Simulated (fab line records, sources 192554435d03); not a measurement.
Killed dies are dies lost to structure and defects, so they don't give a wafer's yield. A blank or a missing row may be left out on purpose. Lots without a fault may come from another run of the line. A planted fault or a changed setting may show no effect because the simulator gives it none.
Split-lot experiment | flow n5_finfet | 7 lots, 21 wafers read, on a route of 1938 steps

THE SPLIT
At N5_BEOL_M8_PECVD_70 (deposits SiO2 from TEOS/O2, target thk 20 nm, time 22.7 s), the setting time_s was moved away from the recipe's 22.7 s on 9 of the 21 wafers read, by -12.8% to +4.3%. The other wafers ran this setting at the recipe's value.

The reading is taken at the split's own step.

THE READING
SiO2_of_BEOL_M8_PECVD_70.thk_nm (the simulator's own value, which no gauge read), in nm, at N5_BEOL_M8_PECVD_70 (deposits SiO2 from TEOS/O2, target thk 20 nm, time 22.7 s). The file gives no usual value for it. The 12 wafers here that ran the recipe average 20.1 nm, standard deviation 0.31 nm.

wafer  | tool, chamber at the split | time_s as run, s | against the recipe | SiO2_of_BEOL_M8_PECVD_70.thk_nm, nm | against lot-mates on the recipe
L079.1 | pecvd-01, 2                | 23.68            | +4.3%              | 21.4                                | +0.6
L079.5 | pecvd-01, 2                | 22.7             | recipe             | 20.8                                | -
L079.6 | pecvd-01, 0                | 23.68            | +4.3%              | 21.2                                | +0.4
L081.1 | pecvd-03, 2,1              | 21.07            | -7.2%              | 18.8                                | -1.6
L081.2 | pecvd-03, 2,1              | 21.07            | -7.2%              | 18.8                                | -1.6
L081.5 | pecvd-03, 1                | 22.7             | recipe             | 20.4                                | -
L084.1 | pecvd-04, 1                | 22.7             | recipe             | 20.2                                | -
L084.4 | pecvd-04, 1                | 22.7             | recipe             | 20.2                                | -
L084.2 | pecvd-04, 0                | 22.7             | recipe             | 19.8                                | -
L087.2 | pecvd-03, 0,1              | 19.79            | -12.8%             | 17.4                                | -2.4
L087.4 | pecvd-03, 0,1              | 19.79            | -12.8%             | 17.4                                | -2.4
L087.3 | pecvd-03, 1                | 22.7             | recipe             | 19.8                                | -
L091.2 | pecvd-03, 0,2              | 20.48            | -9.8%              | 18.2                                | -1.8
L091.3 | pecvd-03, 0,2              | 20.48            | -9.8%              | 18.2                                | -1.8
L091.5 | pecvd-03, 2                | 22.7             | recipe             | 20                                  | -
L093.2 | pecvd-01, 2                | 22.7             | recipe             | 20                                  | -
L093.4 | pecvd-01, 1,2              | 22.7             | recipe             | 20.2                                | -
L093.6 | pecvd-01, 1,2              | 22.7             | recipe             | 20.2                                | -
L096.1 | pecvd-01, 2                | 22.7             | recipe             | 19.8                                | -
L096.2 | pecvd-01, 0                | 22.7             | recipe             | 19.6                                | -
L096.5 | pecvd-01, 2                | 23.62            | +4.1%              | 21                                  | +1.3
Where a row lists several chambers, the file gives one row for several wafers and doesn't say which wafer went through which chamber.

THE FIT
A straight line over all 21 wafers: SiO2_of_BEOL_M8_PECVD_70.thk_nm changes by +0.209 nm for each +1% of time_s; r = +0.97; the points scatter about the line by 0.27 nm.
The same after taking each lot's own level away (the mean of its wafers on the recipe; 21 wafers): +0.19 nm for each +1%; r = +0.98; scatter 0.2 nm.
On that fit, the largest move of time_s shifts the reading by 2.4 nm.
The lots' own levels span 19.70 to 20.80 nm, that is 3.5 times the standard deviation above.
So the lot-to-lot level changes the slope: the two fits differ.
Check: with one of the wafers moved furthest among these (-12.8%) left out of the fit, the line predicts -2.47 nm for it against its lot-mates. It came out at -2.4 nm against them.

OTHER SPLITS ON THESE WAFERS
These wafers also went through other splits before the reading. Each is held against what the fit with the lots' levels taken away leaves over:
other split on the same wafers | wafers away from the commonest value | r with SiO2_of_BEOL_M8_PECVD_70.thk_nm (lot level and that fit taken away)
N5_BEOL_M4_DESCUM_33 time_s    | 6                                    | +0.29
N5_BEOL_M5_ILD_DEP_00 time_s   | 10                                   | -0.55
N5_BEOL_M5_DEP_56 time_s       | 6                                    | +0.03
N5_BEOL_M6_COAT_59 spin_rpm    | 5                                    | -0.08
N5_BEOL_M7_ILD_DEP_00 time_s   | 5                                    | -0.06
N5_BEOL_M7_DEP_56 time_s       | 5                                    | -0.19

THE FILE'S OWN FIT
SiO2_of_BEOL_M8_PECVD_70.thk_nm changes by +0.194 nm for each +1% of time_s, r = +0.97.
